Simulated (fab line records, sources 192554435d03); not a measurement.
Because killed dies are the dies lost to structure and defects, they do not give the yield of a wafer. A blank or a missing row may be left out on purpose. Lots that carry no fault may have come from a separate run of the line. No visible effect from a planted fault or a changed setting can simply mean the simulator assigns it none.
A lot that was struck, set against a sound lot | flow n5Finfet | 16 out of 1938 route steps
Sound: the wafers L106.1, L106.3, L106.5. Struck: wafer L113.1 (L113.2, L113.3, from the same lot, were not struck and are left out); the cause is given at the end.
At each step with rows: each side's tool, then ch and its chambers, then its first start. Under that, the readings that differ: sound wafers | struck wafers | difference of the means | sigmas: that difference in standard deviations of wafers without a fault.
alike: words and numbers the same on both sides, and readings whose means are apart by under 2 such deviations; not compared: readings that were withheld, readings missing a value for some wafer, numbers with overlapping values and no deviation given by the record, and bounds like >300 which may hide the same value.
Wherever a step has rows on one side only, a row that says differs or no value, or a row with sigmas, the two part there. Numbers that don't overlap but have no deviation are shown without sigmas and don't part them. Lack of a reading on every wafer of one side parts them only where that side has two or more wafers.

first, 7 steps without rows for these wafers: N5_BEOL_M2_COAT_76 (time 60 s, resist thk 5 nm); N5_BEOL_M2_COAT_22 (resist thk 30 nm); N5_BEOL_M2_EBR_24; N5_BEOL_M2_SOFTBAKE_23 (time 60 s); N5_BEOL_M2_EXPOSE_25 (exposes mask V1, defocus 5 nm); N5_BEOL_M2_PEB_26 (peb time 60 s); N5_BEOL_M2_DEVELOP_27 (develop time 30 s).
N5_BEOL_M2_CD_MEAS_28: target cd 26.2 nm, target cd y 24.1 nm.
  sound on cdSem-01 ch 0, day 7 22:14; struck on cdSem-01 ch 0, day 10 05:04
  alike: cdNm
N5_BEOL_M2_OVL_MEAS_29:
  sound on overlay-01 ch 0, day 7 22:16; struck on overlay-01 ch 0, day 10 05:06
  alike: V1_OVL
N5_BEOL_M2_INSPECT_30: inspects for defects (brightfield).
  sound on defectInspect-02 at day 7 22:19; struck on defectInspect-01 at day 10 05:10
  alike: rawDefectCount
N5_BEOL_M2_DESCUM_33: chemistry O2, time 7 s.
  sound on rieDiel-05 ch 1,3, day 7 22:21; struck on rieDiel-03 ch 3, day 10 05:12
  alike: biasPowerW, drypumpMotorCurrentA, oesProductAu, rfVppV, showerheadPlenumPTorr, throttleValvePct
  not compared: rfHoursCounterH
N5_BEOL_M2_ETCH_77: etches underlayer in N2/H2, target depth 6.5 nm, time 5.2 s.
  sound on rieDiel-05 ch 1,3, day 7 22:23; struck on rieDiel-03 ch 3, day 10 05:14
reading   | sound             | struck | difference | sigmas
biasW (W) | 149.9 150.6 150.8 | 149.0  | -1.4       | -3
  alike: drypumpMotorCurrentA, etchRfOnTimeS, n2FlowSccm, oesProductAu, rfVppV, showerheadPlenumPTorr, throttleValvePct
  not compared: rfHoursCounterH
N5_BEOL_M2_ETCH_69: etches SiARC in CF4, target depth 15.6 nm, time 26 s.
  sound on rieDiel-05 ch 1,3, day 7 22:24; struck on rieDiel-03 ch 3, day 10 05:15
reading    | sound             | struck | difference | sigmas
biasW (W)  | 36.13 36.13 36.03 | 34.32  | -1.78      | -18
rfVppV (V) | 183.7 184.2 184.1 | 178.4  | -5.6       | -5
  alike: drypumpMotorCurrentA, etchRfOnTimeS, oesProductAu, showerheadPlenumPTorr, throttleValvePct
  not compared: rfHoursCounterH
N5_BEOL_M2_ALD_98: deposits SiO2, target thk 2.5 nm, pulse time 1 s, co reactant pulse time 1 s.
  sound on aldSin-01 ch 0,1,3, day 7 22:29; struck on aldSin-03 ch 2, day 10 05:20
  alike: chamberPressureTorr, heaterPowerW, precursorPulseHeightRel
N5_BEOL_M4_RC_MEAS_101:
  sound on prober-01 ch 0, day 8 17:49; struck on prober-01 ch 0, day 11 07:32
reading   | sound          | struck | difference | sigmas
VT_P (mV) | -255 -257 -254 | -245   | +10        | +3
  alike: DIBL_N, DIBL_P, IOFF_N, IOFF_P, ION_N, ION_P, SS_N, SS_P, VT_N
N5_PASSIVATION_PROBE_49:
  the record holds rows for the sound wafers here (prober-01, day 12 11:48) but none for the struck ones

## WHERE THEY PART
Earliest at N5_BEOL_M2_ETCH_77; latest, in this record, at N5_PASSIVATION_PROBE_49.

WHY: the cause the simulator had injected
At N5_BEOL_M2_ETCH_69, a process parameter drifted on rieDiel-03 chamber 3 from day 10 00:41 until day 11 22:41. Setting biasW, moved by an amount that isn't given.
